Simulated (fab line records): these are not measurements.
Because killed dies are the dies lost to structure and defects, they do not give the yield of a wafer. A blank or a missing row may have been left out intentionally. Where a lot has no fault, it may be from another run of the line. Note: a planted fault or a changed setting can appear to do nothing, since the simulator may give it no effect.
2 desks looking at one fault || flow n5 finfet || numbers are kept per desk, each desk with only its own; the story behind them comes last

THE TOOL OWNER'S DESK: cvd co-01
The tool's own readings at N5_BEOL_M1_CVD_47 (deposits Co from CCTBA/H2, target thk 3 nm, time 223.8 s): means of the sampled wafers that have a number, for each lot that ran on this tool. If a lot's mean is further than 4 standard deviations from the usual mean, the lot is out of limits and carries the mark OUT (the distance appears in the brackets).
Columns: A = run length s at N5_BEOL_M1_CVD_47, usual 246.7 s
{"lot": "L928", "first seen here": "day 7 04:42", "A": 246.8}
{"lot": "L931", "first seen here": "day 7 21:49", "A": 246.8}
{"lot": "L932", "first seen here": "day 8 04:46", "A": 246.7}
{"lot": "L943", "first seen here": "day 10 11:41", "A": "310.1 (+99 or more) OUT"}
{"lot": "L945", "first seen here": "day 11 09:50", "A": "373.5 (+99 or more) OUT"}
{"lot": "L946", "first seen here": "day 11 15:17", "A": "288.6 (+84) OUT"}
This desk finds L943, L945, L946 out of limits, L943 being first, at day 10 11:41 (run length s at N5_BEOL_M1_CVD_47). L928, L931, L932 stayed within limits.

AT THE METROLOGY DESK
What the gauges read for every lot (on any tool): the sampled wafers with a number, averaged. If a lot's mean is further than 4 standard deviations from the usual mean, the lot is out of limits and carries the mark OUT (the distance appears in the brackets). Readings shown: 7 of its 10, picked as those furthest out on some lot.
Columns: A = DIBL_P at N5_BEOL_M4_RC_MEAS_101, usual 35.9 mV/V; B = IOFF_P at N5_BEOL_M4_RC_MEAS_101, usual 0.21 nA/um; C = ION_N at N5_BEOL_M4_RC_MEAS_101, usual 673 uA/um; D = ION_P at N5_BEOL_M4_RC_MEAS_101, usual 463 uA/um; E = SS_P at N5_BEOL_M4_RC_MEAS_101, usual 73.2 mV/dec; F = VT_N at N5_BEOL_M4_RC_MEAS_101, usual 250.5 mV; G = VT_P at N5_BEOL_M4_RC_MEAS_101, usual -250 mV
{"lot": "L928", "first seen here": "day 9 04:24", "A": 36.6, "B": 0.25, "C": 686, "D": 470, "E": 73.3, "F": 246.8, "G": -247}
{"lot": "L930", "first seen here": "day 9 14:58", "A": 36.9, "B": 0.17, "C": 661, "D": 448, "E": 73.0, "F": 251.5, "G": -256}
{"lot": "L932", "first seen here": "day 9 15:22", "A": 35.4, "B": 0.22, "C": 677, "D": 467, "E": 73.3, "F": 250.1, "G": -248}
{"lot": "L931", "first seen here": "day 9 20:05", "A": 36.8, "B": 0.23, "C": 670, "D": 465, "E": 72.9, "F": 249.4, "G": -248}
{"lot": "L933", "first seen here": "day 10 08:25", "A": 37.6, "B": 0.23, "C": 673, "D": 465, "E": 73.9, "F": 250.3, "G": -247}
{"lot": "L936", "first seen here": "day 11 12:47", "A": 34.5, "B": 0.22, "C": 674, "D": 462, "E": 73.1, "F": 251.6, "G": -247}
{"lot": "L942", "first seen here": "day 12 08:46", "A": 36.1, "B": 0.25, "C": 667, "D": 471, "E": 73.1, "F": 250.5, "G": -245}
{"lot": "L943", "first seen here": "day 12 11:32", "A": 35.5, "B": 0.20, "C": 668, "D": 458, "E": 73.2, "F": 250.9, "G": -252}
{"lot": "L946", "first seen here": "day 13 14:39", "A": 33.3, "B": 0.20, "C": 672, "D": 468, "E": 72.2, "F": 250.9, "G": -252}
{"lot": "L945", "first seen here": "day 14 07:23", "A": 31.2, "B": 0.15, "C": 652, "D": 448, "E": 71.5, "F": 255.4, "G": -257}
This desk's verdict: no lot among the 10 shows anything out of limits.

TAKEN TOGETHER
An alarm could have come from the tool owner's desk at day 10 11:41, on L943, L945, L946.
Metrology desk: nothing out of limits seen.
The metrology desk holds a record of L943, L945, L946, inside its limits.
Every lot named ran N5_BEOL_M1_CVD_47 on cvd co-01.

WHAT WAS PUT IN BY THE SIMULATOR
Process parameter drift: cvd co-01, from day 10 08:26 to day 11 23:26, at N5_BEOL_M1_CVD_47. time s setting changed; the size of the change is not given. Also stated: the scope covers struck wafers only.
Shown lots that were struck: L943, L945, L946.
Each desk's first reading out of limits, in hours after the fault started: the tool owner's desk, 3.
